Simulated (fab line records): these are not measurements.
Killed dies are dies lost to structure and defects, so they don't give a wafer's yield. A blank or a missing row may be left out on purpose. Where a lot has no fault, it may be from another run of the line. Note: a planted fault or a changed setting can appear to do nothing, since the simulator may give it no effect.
fab line records + flow nandHarc
record
- lots=12
- wafers=36
- lastDay=25
route steps=1159 shown P_GATE@124 END@1159
lots untouched by any fault: they come from a run of this same line in which no faults occurred
startH: hours from the record's opening day to when the first of the lot's shown wafers began + waitH: hours from the lot's prior step to this one + " as in the row above + L1.1+2: one row covering several wafers at once + - no value present, or no start provided + * or withheld: withheld + < > ~ a bound
route shown NAME@n: NAME is a module with steps in the file, n the number in the route of the first one + usual: mean/standard deviation of fault-free wafers + same: alike in all rows + chamber/n: place in a boat + sites: per-site readings + _std_site: standard deviation of those values + _edge_site: outer sites' mean less inner sites' + radiusMm: how far each site lies from the wafer's centre + mask NAME#n: copy n + behind: the last tool/chamber to shape the wafer + hold: reason for holding the lot/hours on hold/outcome of the hold + device: names the non-switching transistor (n, p or np) + end of line: the tests these same wafers got at the end of their route + where a step has no rows: the recipe by itself + killed: dies lost to structure and defects at the first sort, not the wafer's yield + map: shows each die of a wafer: x if killed, . if not, _ if none is there
set.NAME: the setting as run; set.NAME@STEP: as run at that earlier step + model.NAME: the simulator's own value behind a step, which no gauge read
route steps across a sampled set of lots; one table per step, one row per wafer
services: from which hour (startH, from the record's first day; less than 0 if before it) a tool's chamber was out of use, for how many hours, and why
## steps
# step NHARC_P_GATE_DESCUM_13
# recipe
- timeS=3
- o2FlowSccm=200
- arFlowSccm=0
- biasPowerW=0
- chemistry=O2
# usual
- drypumpMotorCurrentA=5.9/0.39
- oesProductAu=0.994/0.0099
- rfVppV=57.7/0.89
- showerheadPlenumPTorr=1.93/0.076
- throttleValvePct=11.311/0.0093
| lot.wafer | tool       | chamber | startH | waitH | drypumpMotorCurrentA | oesProductAu | rfHoursCounterH | rfVppV | showerheadPlenumPTorr | throttleValvePct |
|-----------|------------|---------|--------|-------|----------------------|--------------|-----------------|--------|-----------------------|------------------|
| L513.3    | rieDiel-03 | 2       | 76.14  | -     | 5.6                  | 0.979        | 7               | 57.6   | 2.06                  | 11.321           |
| L513.1    | "          | 3       | "      | "     | 5.8                  | 0.990        | 6               | 57.9   | 1.94                  | 11.311           |
| L513.4    | "          | 0       | "      | "     | 6.4                  | 0.980        | 5               | 57.4   | 1.89                  | 11.326           |
| L514.2    | rieDiel-03 | 3       | 85.05  | -     | 5.8                  | 1.005        | 9               | 57.1   | 1.94                  | 11.320           |
| L514.6    | "          | 3       | "      | "     | 5.8                  | 0.995        | -               | 57.8   | 1.94                  | 11.319           |
| L514.5    | "          | 0       | "      | "     | 6.4                  | 0.999        | -               | 56.6   | 1.89                  | 11.314           |
| L516.1    | rieDiel-03 | 2       | 90.80  | -     | 5.5                  | 0.986        | 12              | 58.3   | 2.06                  | 11.307           |
| L516.6    | "          | 1       | "      | "     | 5.7                  | 1.000        | -               | 56.3   | 1.83                  | 11.309           |
| L516.5    | "          | 2       | "      | "     | 5.6                  | 0.999        | -               | 57.3   | 2.06                  | 11.299           |
| L518.3    | rieDiel-06 | 2       | 101.52 | -     | 5.4                  | 0.987        | 13              | 57.2   | 1.88                  | 11.320           |
| L518.1    | "          | 3       | "      | "     | 6.1                  | 1.018        | 13              | 57.6   | 1.98                  | 11.314           |
| L518.5    | "          | 2       | "      | "     | 5.5                  | 0.988        | -               | 58.2   | 1.88                  | 11.315           |
| L526.4    | rieDiel-03 | 0       | 152.89 | -     | 6.4                  | 0.994        | 19              | 59.1   | 1.89                  | 11.315           |
| L526.2    | "          | 1       | "      | "     | 5.7                  | 0.991        | 22              | 57.6   | 1.83                  | 11.323           |
| L526.5    | "          | 3       | "      | "     | 5.8                  | 0.985        | -               | 57.7   | 1.94                  | 11.307           |
| L527.3    | rieDiel-06 | 3       | 161.06 | -     | 6.1                  | 1.019        | 36              | 57.0   | 1.97                  | 11.317           |
| L527.6    | "          | 2       | "      | "     | 5.4                  | 0.983        | -               | 57.1   | 1.87                  | 11.301           |
| L527.5    | "          | 3       | "      | "     | 6.1                  | 1.006        | -               | 58.6   | 1.97                  | 11.314           |
| L528.1    | rieDiel-06 | 1       | 169.20 | -     | 5.8                  | 0.994        | 33              | 57.2   | 1.92                  | 11.316           |
| L528.4    | "          | 0       | "      | "     | 6.2                  | 0.991        | -               | 58.1   | 1.96                  | 11.324           |
| L528.6    | "          | 1       | "      | "     | 5.7                  | 1.001        | -               | 58.8   | 1.92                  | 11.306           |
| L529.3    | rieDiel-10 | 2       | 169.50 | -     | 6.2                  | 1.009        | 59              | 59.6   | 1.97                  | 11.320           |
| L529.1    | "          | 3       | "      | "     | 5.2                  | 1.013        | 62              | 56.3   | 1.85                  | 11.315           |
| L529.6    | "          | 1       | "      | "     | 6.7                  | 0.995        | -               | 58.7   | 1.87                  | 11.318           |
| L531.2    | rieDiel-03 | 1       | 187.92 | -     | 5.6                  | 0.995        | 29              | 56.6   | 1.82                  | 11.306           |
| L531.6    | "          | 0       | "      | "     | 6.4                  | 0.993        | -               | 56.2   | 1.88                  | 11.293           |
| L531.5    | "          | 1       | "      | "     | 5.7                  | 0.998        | -               | 57.9   | 1.82                  | 11.326           |
| L532.3    | rieDiel-03 | 0       | 188.07 | -     | 6.4                  | 0.986        | 26              | 57.3   | 1.88                  | 11.303           |
| L532.1    | "          | 3       | "      | "     | 5.8                  | 0.984        | 27              | 59.2   | 1.94                  | 11.295           |
| L532.5    | "          | 1       | "      | "     | 5.7                  | 0.991        | -               | 58.1   | 1.82                  | 11.323           |
| L535.4    | rieDiel-03 | 1       | 208.19 | -     | 5.7                  | 0.996        | -               | 58.4   | 1.82                  | 11.330           |
| L535.5    | "          | 2       | "      | "     | 5.6                  | 1.003        | -               | 56.3   | 2.05                  | 11.320           |
| L535.6    | "          | 0       | "      | "     | 6.5                  | 1.012        | -               | 57.7   | 1.88                  | 11.304           |
| L536.2    | rieDiel-10 | 0       | 214.93 | -     | 5.5                  | 0.999        | 11              | 57.0   | 1.98                  | 11.313           |
| L536.6    | "          | 0       | "      | "     | 5.4                  | 1.004        | -               | 57.6   | 1.98                  | 11.305           |
| L536.5    | "          | 1       | "      | "     | 6.7                  | 0.990        | -               | 57.4   | 1.86                  | 11.326           |
# step NHARC_P_GATE_OVL_MEAS_27
# usual
- overlayXNm=-0.2/0.9
- overlayYNm=0.1/0.95
| lot.wafer | tool       | chamber | startH | waitH | overlayXNm | overlayYNm |
|-----------|------------|---------|--------|-------|------------|------------|
| L513.1    | overlay-01 | -       | 91.72  | -     | -0.1       | -1.2       |
| L513.3    | "          | -       | "      | "     | -0.3       | -1.4       |
| L513.4    | "          | -       | "      | "     | -0.5       | -1.0       |
| L514.2    | overlay-02 | -       | 99.38  | -     | 0.0        | -0.8       |
| L514.5    | "          | -       | "      | "     | -0.4       | -1.1       |
| L514.6    | "          | -       | "      | "     | 0.1        | -1.2       |
| L516.1    | overlay-01 | -       | 105.02 | -     | -1.1       | 1.3        |
| L516.5    | "          | -       | "      | "     | -1.3       | 1.1        |
| L516.6    | "          | -       | "      | "     | -0.1       | 1.1        |
| L518.1    | overlay-01 | -       | 117.75 | -     | 0.0        | -0.4       |
| L518.3    | "          | -       | "      | "     | 0.5        | -0.8       |
| L518.5    | "          | -       | "      | "     | 0.0        | -0.6       |
| L526.2    | overlay-01 | -       | 166.39 | -     | -2.2       | -1.4       |
| L526.4    | "          | -       | "      | "     | -2.2       | -1.1       |
| L526.5    | "          | -       | "      | "     | -1.8       | -1.4       |
| L527.3    | overlay-01 | -       | 176.22 | -     | 0.3        | -0.5       |
| L527.5    | "          | -       | "      | "     | 0.2        | -0.2       |
| L527.6    | "          | -       | "      | "     | 0.4        | 0.0        |
| L528.1    | overlay-01 | -       | 183.58 | -     | -0.1       | 0.6        |
| L528.4    | "          | -       | "      | "     | -0.2       | 1.1        |
| L528.6    | "          | -       | "      | "     | -0.2       | 1.0        |
| L529.1    | overlay-01 | -       | 184.22 | -     | -0.4       | -1.7       |
| L529.3    | "          | -       | "      | "     | 0.2        | -1.1       |
| L529.6    | "          | -       | "      | "     | 0.1        | -1.4       |
| L532.1    | overlay-01 | -       | 202.41 | -     | -0.6       | 0.3        |
| L532.3    | "          | -       | "      | "     | -0.9       | 0.0        |
| L532.5    | "          | -       | "      | "     | -0.7       | -0.4       |
| L531.2    | overlay-02 | -       | 202.59 | -     | 0.0        | -0.1       |
| L531.5    | "          | -       | "      | "     | 0.6        | 0.3        |
| L531.6    | "          | -       | "      | "     | 0.5        | 0.1        |
| L535.4    | overlay-02 | -       | 221.96 | -     | 0.7        | 0.4        |
| L535.5    | "          | -       | "      | "     | -0.3       | 0.7        |
| L535.6    | "          | -       | "      | "     | 0.5        | 0.6        |
| L536.2    | overlay-01 | -       | 233.33 | -     | 1.8        | 0.0        |
| L536.5    | "          | -       | "      | "     | 1.4        | 0.2        |
| L536.6    | "          | -       | "      | "     | 1.6        | 0.0        |
# step NHARC_P_GATE_ETCH_104
# recipe
- targetDepthA=600
- timeS=withheld
- cf4FlowSccm=100
- chf3FlowSccm=30
- arFlowSccm=0
- rfW=500
- biasW=200
- chemistry=CF4/CHF3
# usual
- drypumpMotorCurrentA=5.9/0.42
- oesProductAu=0.939/0.023
- rfVppV=370.9/2.1
- showerheadPlenumPTorr=1.58/0.056
- throttleValvePct=16.801/0.0085
| lot.wafer | tool       | chamber | startH | waitH | drypumpMotorCurrentA | oesProductAu | rfVppV | showerheadPlenumPTorr | throttleValvePct |
|-----------|------------|---------|--------|-------|----------------------|--------------|--------|-----------------------|------------------|
| L513.4    | rieDiel-03 | 0       | 91.99  | 0.1   | 6.4                  | 0.925        | 369.6  | 1.55                  | 16.807           |
| L513.3    | "          | 1       | "      | "     | 5.7                  | 0.924        | 369.0  | 1.51                  | 16.823           |
| L513.1    | "          | 2       | "      | "     | 5.5                  | 0.906        | 373.2  | 1.68                  | 16.804           |
| L514.2    | rieDiel-06 | 0       | 99.59  | 0.1   | 6.1                  | 0.939        | 372.0  | 1.62                  | 16.804           |
| L514.5    | "          | 1       | "      | "     | 5.7                  | 0.946        | 373.0  | 1.58                  | 16.806           |
| L514.6    | "          | 2       | "      | "     | 5.4                  | 0.934        | 368.4  | 1.55                  | 16.817           |
| L516.1    | rieDiel-03 | 0       | 105.20 | 0.1   | 6.4                  | 0.920        | 369.8  | 1.55                  | 16.796           |
| L516.6    | "          | 0       | "      | "     | 6.4                  | 0.923        | 370.0  | 1.55                  | 16.809           |
| L516.5    | "          | 1       | "      | "     | 5.7                  | 0.908        | 368.1  | 1.51                  | 16.810           |
| L518.3    | rieDiel-03 | 3       | 117.94 | 0.1   | 5.8                  | 0.955        | 371.6  | 1.59                  | 16.797           |
| L518.1    | "          | 0       | "      | "     | 6.4                  | 0.953        | 370.4  | 1.55                  | 16.803           |
| L518.5    | "          | 2       | "      | "     | 5.6                  | 0.958        | 373.6  | 1.68                  | 16.803           |
| L526.4    | rieDiel-03 | 0       | 166.63 | 0.1   | 6.4                  | 0.923        | 371.0  | 1.55                  | 16.805           |
| L526.2    | "          | 1       | "      | "     | 5.7                  | 0.910        | 369.3  | 1.51                  | 16.806           |
| L526.5    | "          | 3       | "      | "     | 5.8                  | 0.929        | 370.6  | 1.59                  | 16.798           |
| L527.3    | rieDiel-03 | 2       | 176.41 | 0.1   | 5.6                  | 0.967        | 374.1  | 1.68                  | 16.804           |
| L527.6    | "          | 0       | "      | "     | 6.4                  | 0.968        | 370.1  | 1.55                  | 16.795           |
| L527.5    | "          | 1       | "      | "     | 5.7                  | 0.942        | 367.1  | 1.50                  | 16.799           |
| L528.1    | rieDiel-03 | 2       | 183.78 | 0.1   | 5.6                  | 0.940        | 375.2  | 1.68                  | 16.814           |
| L528.4    | "          | 3       | "      | "     | 5.8                  | 0.942        | 370.8  | 1.59                  | 16.800           |
| L528.6    | "          | 3       | "      | "     | 5.8                  | 0.943        | 371.1  | 1.59                  | 16.798           |
| L529.3    | rieDiel-03 | 0       | 184.41 | 0.1   | 6.4                  | 0.986        | 370.4  | 1.55                  | 16.803           |
| L529.1    | "          | 2       | "      | "     | 5.5                  | 0.954        | 375.2  | 1.68                  | 16.796           |
| L529.6    | "          | 0       | "      | "     | 6.4                  | 0.978        | 370.1  | 1.55                  | 16.817           |
| L532.1    | rieDiel-03 | 2       | 202.61 | 0.1   | 5.6                  | 0.908        | 376.1  | 1.68                  | 16.797           |
| L532.3    | "          | 1       | "      | "     | 5.7                  | 0.912        | 369.6  | 1.50                  | 16.799           |
| L532.5    | "          | 1       | "      | "     | 5.7                  | 0.912        | 368.9  | 1.50                  | 16.791           |
| L531.2    | rieDiel-06 | 2       | 202.78 | 0.1   | 5.4                  | 0.965        | 370.4  | 1.54                  | 16.796           |
| L531.6    | "          | 1       | "      | "     | 5.7                  | 0.955        | 370.7  | 1.57                  | 16.785           |
| L531.5    | "          | 2       | "      | "     | 5.4                  | 0.950        | 368.2  | 1.54                  | 16.788           |
| L535.4    | rieDiel-10 | 1       | 222.15 | 0.1   | 6.7                  | 0.974        | 369.9  | 1.53                  | 16.788           |
| L535.6    | "          | 3       | "      | "     | 5.2                  | 0.964        | 368.9  | 1.52                  | 16.793           |
| L535.5    | "          | 0       | "      | "     | 5.5                  | 0.991        | 373.3  | 1.63                  | 16.804           |
| L536.2    | rieDiel-10 | 2       | 233.53 | 0.1   | 6.3                  | 0.946        | 370.4  | 1.61                  | 16.802           |
| L536.6    | "          | 3       | "      | "     | 5.2                  | 0.915        | 370.9  | 1.52                  | 16.804           |
| L536.5    | "          | 0       | "      | "     | 5.4                  | 0.935        | 372.9  | 1.63                  | 16.807           |
# step NHARC_P_GATE_EXPOSE_43
# recipe
- na=0.6
- targetCdNm=720
- doseMj=14.81
- maskId=P_NSD
| lot.wafer  | tool          | chamber | startH | waitH | mask     |
|------------|---------------|---------|--------|-------|----------|
| L513.1+3+4 | krfScanner-02 | 0       | 103.99 | -     | P_NSD#0  |
| L514.2+5+6 | krfScanner-01 | 0       | 111.22 | -     | P_NSD#0  |
| L516.1+5+6 | krfScanner-03 | 0       | 116.82 | -     | P_NSD#0  |
| L518.1+3+5 | krfScanner-01 | 0       | 131.44 | -     | P_HVPW#0 |
| L526.2+4+5 | krfScanner-01 | 0       | 178.32 | -     | P_NSD#0  |
| L527.3+5+6 | krfScanner-01 | 0       | 187.84 | -     | P_NSD#0  |
| L528.1+4+6 | krfScanner-03 | 0       | 195.41 | -     | P_NSD#0  |
| L529.1+3+6 | krfScanner-01 | 0       | 195.98 | -     | P_NSD#0  |
| L531.2+5+6 | krfScanner-01 | 0       | 214.71 | -     | P_NSD#0  |
| L532.1+3+5 | krfScanner-01 | 0       | 216.68 | -     | P_NSD#0  |
| L535.4+5+6 | krfScanner-02 | 0       | 233.69 | -     | P_NSD#0  |
| L536.2+5+6 | krfScanner-03 | 0       | 247.37 | -     | P_NSD#0  |
# step NHARC_P_GATE_CD_MEAS_46
# recipe
- targetCdNm=720
- landingEnergyEv=500
# usual
- cdNm=719.6/2
| lot.wafer | tool     | chamber | startH | waitH | cdNm  |
|-----------|----------|---------|--------|-------|-------|
| L513.1    | cdSem-03 | 0       | 104.15 | -     | 721.2 |
| L513.3    | "        | 0       | "      | "     | 723.0 |
| L513.4    | "        | 0       | "      | "     | 723.8 |
| L514.2    | cdSem-03 | 0       | 111.38 | -     | 722.2 |
| L514.5    | "        | 0       | "      | "     | 722.3 |
| L514.6    | "        | 0       | "      | "     | 720.1 |
| L516.1    | cdSem-03 | 0       | 116.98 | -     | 717.8 |
| L516.5    | "        | 0       | "      | "     | 718.3 |
| L516.6    | "        | 0       | "      | "     | 718.0 |
| L518.1    | cdSem-02 | 0       | 131.59 | -     | -     |
| L518.3    | "        | 0       | "      | "     | -     |
| L518.5    | "        | 0       | "      | "     | -     |
| L526.2    | cdSem-02 | 0       | 178.47 | -     | 722.0 |
| L526.4    | "        | 0       | "      | "     | 720.5 |
| L526.5    | "        | 0       | "      | "     | 720.3 |
| L527.3    | cdSem-01 | 0       | 187.99 | -     | 720.5 |
| L527.5    | "        | 0       | "      | "     | 719.1 |
| L527.6    | "        | 0       | "      | "     | 719.9 |
| L528.1    | cdSem-03 | 0       | 195.58 | -     | 723.7 |
| L528.4    | "        | 0       | "      | "     | 722.8 |
| L528.6    | "        | 0       | "      | "     | 720.9 |
| L529.1    | cdSem-03 | 0       | 196.13 | -     | 720.9 |
| L529.3    | "        | 0       | "      | "     | 720.3 |
| L529.6    | "        | 0       | "      | "     | 722.2 |
| L531.2    | cdSem-02 | 0       | 214.87 | -     | 717.6 |
| L531.5    | "        | 0       | "      | "     | 720.3 |
| L531.6    | "        | 0       | "      | "     | 717.7 |
| L532.1    | cdSem-02 | 0       | 216.83 | -     | 721.1 |
| L532.3    | "        | 0       | "      | "     | 720.0 |
| L532.5    | "        | 0       | "      | "     | 717.5 |
| L535.4    | cdSem-03 | 0       | 233.84 | -     | 717.3 |
| L535.5    | "        | 0       | "      | "     | 716.8 |
| L535.6    | "        | 0       | "      | "     | 716.9 |
| L536.2    | cdSem-03 | 0       | 247.53 | -     | 719.6 |
| L536.5    | "        | 0       | "      | "     | 715.7 |
| L536.6    | "        | 0       | "      | "     | 720.5 |
# step NHARC_END_SORT_01
# recipe
- tempC=25
# usual
- killedAtArray=29/11
- killedAtOther=0.5/0.8
- killedAtPeriphery=3.5/2.8
- killedDies=33/12
- killedOpen=3.1/1.8
- killedShort=1.8/1.4
# same
- grossDies=677
| lot.wafer | tool      | chamber | startH | waitH | killedAtArray | killedAtOther | killedAtPeriphery | killedDies | killedOpen | killedShort |
|-----------|-----------|---------|--------|-------|---------------|---------------|-------------------|------------|------------|-------------|
| L518.1    | prober-02 | 0       | 484.46 | 2.5   | 13            | 0             | 664               | 677        | 1          | 1           |
| L518.3    | prober-02 | 0       | 486.06 | 3.1   | 11            | 0             | 666               | 677        | 2          | 1           |
| L518.5    | prober-02 | 0       | 487.66 | 3.7   | 12            | 0             | 665               | 677        | 4          | 1           |
# killed by level:class
L518.1 P_GATE:areaExpose=663 A_CHANNEL_HOLE_D1:chamberFilmFlake=4 A_CONTACT:chamberFilmFlake=3 A_ZERO_WELL:chamberFilmFlake=2 A_STAIRCASE:chamberFilmFlake=2 A_CHANNEL_FILL_D1:geometricParticle:short=1 A_CONTACT:geometricParticle:open=1 P_ZERO_WELL:chamberFilmFlake=1
L518.3 P_GATE:areaExpose=663 A_CHANNEL_HOLE_D1:chamberFilmFlake=3 A_CONTACT:chamberFilmFlake=3 A_STAIRCASE:chamberFilmFlake=2 P_M0:geometricParticle:short=1 A_CHANNEL_FILL_D1:geometricParticle:open=1 A_M0:geometricParticle:open=1 P_ZERO_WELL:chamberFilmFlake=1
L518.5 P_GATE:areaExpose=661 A_CHANNEL_HOLE_D1:chamberFilmFlake=4 A_M1:geometricParticle:open=3 P_GATE:chamberFilmFlake=2 A_WL_FILL:chamberFilmFlake=2 A_CONTACT:geometricParticle:open=1 A_M0:geometricParticle:short=1 P_STI:chamberFilmFlake=1
## services
| tool          | chamber | startH | hours | kind   |
|---------------|---------|--------|-------|--------|
| rieDiel-03    | 0       | 55.65  | 6.4   | repair |
| rieDiel-06    | -       | 64.24  | 9.0   | pm     |
| rieDiel-03    | 0       | 71.80  | -     | clean  |
| rieDiel-03    | 1       | 71.80  | -     | clean  |
| rieDiel-03    | 2       | 71.80  | -     | clean  |
| rieDiel-03    | 3       | 71.80  | -     | clean  |
| krfScanner-03 | -       | 72.65  | 0.3   | repair |
| rieDiel-06    | 0       | 79.77  | 16.4  | repair |
| krfScanner-01 | -       | 84.00  | 4.0   | pm     |
| rieDiel-03    | 0       | 96.33  | -     | clean  |
| rieDiel-03    | 1       | 96.33  | -     | clean  |
| rieDiel-03    | 2       | 96.33  | -     | clean  |
| rieDiel-03    | 3       | 98.17  | 3.2   | repair |
| rieDiel-03    | 3       | 101.92 | 2.9   | repair |
| rieDiel-06    | 1       | 127.19 | 12.3  | repair |
| rieDiel-06    | 2       | 165.12 | 11.5  | repair |
| krfScanner-03 | -       | 168.00 | 4.0   | pm     |
| rieDiel-03    | -       | 169.72 | 0.3   | repair |
| rieDiel-10    | -       | 176.50 | 9.0   | pm     |
| rieDiel-10    | -       | 189.74 | 0.2   | repair |
| rieDiel-03    | 3       | 197.18 | 19.8  | repair |
| krfScanner-02 | -       | 210.00 | 4.0   | pm     |
| rieDiel-03    | -       | 215.30 | 9.0   | pm     |
| rieDiel-06    | -       | 241.24 | 9.0   | pm     |
## key
firstSign
- step=NHARC_P_GATE_EXPOSE_43
- reading=mask
- direction=changed
effect
- step=NHARC_P_GATE_CD_MEAS_46
- reading=cdNm
- direction=missing
effect
- step=NHARC_END_SORT_01
- reading=killedAtPeriphery
- direction=up
- sigmas=99+
- usual=3.5
- struck=665
moreKillsBornAt
- NHARC_P_GATE_EXPOSE_43@krfScanner-01=1987
metAt NHARC_P_GATE_EXPOSE_43
struckLots L518
laterRowsLeftOut L518.1,L518.3,L518.5
testerLeftOut L518
notActingAt NHARC_P_GATE_DESCUM_13,NHARC_P_GATE_OVL_MEAS_27,NHARC_P_GATE_ETCH_104
onsetBetween 111.22 131.44
fault
- kind=wrongMask
- tool=any
- chamber=-
- onsetH=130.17
- steps=NHARC_P_GATE_EXPOSE_43
- auxCopy=P_HVPW#0
- scope=struckLotsOnly
# testerLeftOut: of these lots the tester's yield and bins aren't shown, on N5 and GAA mostly nor the transistor test; their killed dies are dies lost to structure and defects alone, not to doping, threshold or leakage, so they don't give the yield
# laterRowsLeftOut: the simulator's readings of these wafers behind a module that went badly wrong aren't trusted and aren't shown, but for the sort
